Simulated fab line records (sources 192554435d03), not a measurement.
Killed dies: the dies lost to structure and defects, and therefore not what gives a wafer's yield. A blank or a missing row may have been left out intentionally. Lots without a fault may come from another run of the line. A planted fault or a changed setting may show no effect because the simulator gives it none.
Chamber matching | flow n5Finfet | N5_BEOL_M9_ETCH_66 on rieDiel-03: 4 sister chambers
The step etches SOC in N2/H2, target depth 80 nm, overetch 16 nm, time 120 s. 4 wafers are shown with their chamber, then 7 later ones without.

WAFERS PAIRED WITH THEIR CHAMBERS
wafer  | chamber | drypumpMotorCurrentA (A)
L087.5 | 0       | 5.62
L088.6 | 3       | 5.46
L091.2 | 1       | 6.37
L091.4 | 2       | 5.72

WAFERS WITHOUT THEIR CHAMBER
wafer  | drypumpMotorCurrentA (A)
L091.5 | 5.46
L097.2 | 5.45
L097.3 | 6.30
L097.5 | 6.35
L095.2 | 6.37
L095.3 | 5.73
L095.5 | 5.46

CHAMBER TAKEN BY EACH
wafer  | from the rows above | in truth
L091.5 | 3                   | 3
L097.2 | 3                   | 3
L097.3 | 1                   | 1
L097.5 | 1                   | 1
L095.2 | 1                   | 1
L095.3 | 2                   | 2
L095.5 | 3                   | 3
Placed correctly: 7 of 7. Number that these rows cannot place: 0. 0 placed wrongly.
How it was worked out, from the rows above alone: a wafer's distance from a chamber is the root of the sum, over the readings, of the square of ((its reading less the chamber's mean) divided by the reading's scatter). The wafer belongs to the nearest chamber; if the next one is less than 2 further off, it can't be placed. A chamber's mean is the mean of its shown wafers. The scatter: with one shown wafer a chamber, the root of the mean of the squares of how far each hidden wafer lies from its nearest shown one.
